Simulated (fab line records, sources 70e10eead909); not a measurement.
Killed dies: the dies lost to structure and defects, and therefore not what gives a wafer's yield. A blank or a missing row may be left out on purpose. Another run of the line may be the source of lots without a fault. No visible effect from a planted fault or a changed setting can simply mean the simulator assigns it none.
Matching of chambers | flow nand-harc | 4 sister chambers for NHARC_P_CONTACT_CMP_01 on cmp-01
The step polishes SiO2, target thk 200 nm. 7 wafers are shown with their chamber, then 9 later ones without.

## WAFERS PAIRED WITH THEIR CHAMBERS
wafer  | chamber | motor-current-A (A)
L079.6 | 0       | 11.1
L080.6 | 3       | 12.2
L082.1 | 1       | 15.3
L082.5 | 2       | 12.3
L083.1 | 1       | 14.8
L083.2 | 2       | 12.9
L083.6 | 3       | 11.9

## WAFERS WHOSE CHAMBER IS MISSING
wafer  | motor-current-A (A)
L086.2 | 11.9
L086.3 | 12.2
L086.5 | 12.2
L085.2 | 12.4
L085.3 | 12.5
L085.6 | 11.3
L089.1 | 11.8
L089.3 | 14.6
L089.4 | 12.5

## WHICH CHAMBER EACH ONE RAN IN
wafer  | from the rows above          | in truth
L086.2 | can't be placed: 3 or 2 or 0 | 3
L086.3 | can't be placed: 3 or 2      | 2
L086.5 | can't be placed: 3 or 2      | 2
L085.2 | can't be placed: 2 or 3      | 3
L085.3 | can't be placed: 2 or 3      | 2
L085.6 | can't be placed: 0 or 3      | 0
L089.1 | can't be placed: 3 or 0 or 2 | 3
L089.3 | 1                            | 1
L089.4 | can't be placed: 2 or 3      | 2
Correct placement for 1 of the 9. From these rows, 8 cannot be placed; in 8 the true chamber is one of the candidates. Placed wrongly: 0.
How it was worked out, from the rows above alone: a wafer's distance from a chamber is the root of the sum, over the readings, of the square of ((its reading less the chamber's mean) divided by the reading's scatter). If the next closest chamber is less than 2 further off than the closest, the wafer can't be placed; otherwise it belongs to the closest. For every chamber, the mean is computed from those of its wafers that are shown. The scatter: the root of (the sum of the squares of (reading less its chamber's mean) over the shown wafers, divided by (wafers less chambers)).
